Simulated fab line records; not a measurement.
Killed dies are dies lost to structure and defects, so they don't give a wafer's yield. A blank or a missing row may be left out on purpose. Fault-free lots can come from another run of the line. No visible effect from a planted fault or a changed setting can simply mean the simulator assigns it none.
Chamber matching | flow nand_harc | cmp-04 running NHARC_A_CHANNEL_FILL_D1_CMP_10: 4 sister chambers
The step polishes, target thk 150 nm. 24 wafers are shown with their chamber, then 12 later ones without.

## EACH WAFER AND ITS CHAMBER
wafer  | chamber | motor_current_A (A) | time_to_endpoint_s (s) | slurry_flow_ml_min
L074.1 | 2       | 11.5                | 13.9                   | 150.1
L074.2 | 3       | 13.1                | 15.3                   | 150.0
L074.6 | 0       | 12.7                | 18.0                   | 149.9
L075.2 | 1       | 11.6                | 11.4                   | 150.4
L075.4 | 0       | 12.8                | 17.3                   | 150.2
L075.5 | 3       | 13.7                | 14.7                   | 150.2
L076.1 | 0       | 13.1                | 16.6                   | 150.0
L076.3 | 1       | 11.8                | 11.7                   | 150.5
L076.6 | 3       | 13.0                | 14.3                   | 150.5
L081.2 | 3       | 13.6                | 15.2                   | 150.2
L081.4 | 1       | 12.1                | 10.7                   | 149.6
L081.5 | 3       | 13.2                | 15.2                   | 150.0
L082.1 | 2       | 11.3                | 16.7                   | 149.3
L082.3 | 0       | 12.1                | 14.8                   | 149.7
L082.4 | 1       | 12.1                | 11.1                   | 149.2
L085.1 | 3       | 13.9                | 18.4                   | 149.4
L085.5 | 1       | 12.3                | 11.4                   | 150.1
L085.6 | 2       | 11.1                | 16.5                   | 149.8
L086.1 | 1       | 11.8                | 13.1                   | 150.0
L086.2 | 0       | 12.6                | 16.6                   | 149.7
L086.4 | 3       | 12.8                | 16.2                   | 150.0
L088.1 | 2       | 11.0                | 16.7                   | 149.9
L088.3 | 0       | 11.7                | 15.7                   | 149.5
L088.4 | 1       | 11.3                | 11.4                   | 150.2

SIGNATURES (averages over the wafers above)
reading            | chamber 0 | chamber 1 | chamber 2 | chamber 3 | scatter within a chamber
motor_current_A    | 12.500    | 11.857    | 11.225    | 13.329    | 0.396
time_to_endpoint_s | 16.500    | 11.543    | 15.950    | 15.614    | 1.15
slurry_flow_ml_min | 149.833   | 150.000   | 149.775   | 150.043   | 0.36
Rule: a wafer lies at a distance from a chamber equal to the root of the sum of squares, over the readings, of (its reading less the chamber's mean, divided by the reading's scatter). If the next closest chamber is less than 2 further off than the closest, the wafer can't be placed; otherwise it belongs to the closest. The scatter: take each reading less its chamber's mean, square it, sum over the shown wafers, divide by the number of wafers less the number of chambers, and take the root.

## WAFERS WHOSE CHAMBER IS MISSING
wafer  | motor_current_A (A) | time_to_endpoint_s (s) | slurry_flow_ml_min
L091.1 | 11.3                | 15.0                   | 150.8
L091.3 | 12.8                | 19.2                   | 149.7
L091.5 | 12.1                | 12.1                   | 150.3
L093.2 | 10.9                | 19.1                   | 150.1
L093.3 | 12.5                | 17.4                   | 150.1
L093.5 | 10.9                | 18.9                   | 150.5
L095.1 | 12.3                | 16.8                   | 150.4
L095.4 | 12.1                | 11.6                   | 151.2
L095.6 | 11.7                | 9.6                    | 150.6
L097.2 | 12.6                | 16.4                   | 149.7
L097.4 | 12.8                | 16.5                   | 150.1
L097.5 | 13.2                | 17.7                   | 150.1

## WHICH CHAMBER EACH ONE RAN IN
wafer  | from the rows above          | in truth
L091.1 | can't be placed: 2 or 1 or 0 | 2
L091.3 | can't be placed: 0 or 3      | 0
L091.5 | 1                            | 1
L093.2 | can't be placed: 2 or 0      | 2
L093.3 | can't be placed: 0 or 3      | 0
L093.5 | can't be placed: 2 or 0      | 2
L095.1 | can't be placed: 0 or 3 or 2 | 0
L095.4 | 1                            | 1
L095.6 | 1                            | 1
L097.2 | can't be placed: 0 or 3      | 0
L097.4 | can't be placed: 0 or 3      | 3
L097.5 | can't be placed: 3 or 0      | 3
Correctly placed: 3 of 12. From these rows, 9 cannot be placed; in 9 the true chamber is one of the candidates. Wrongly placed: 0.
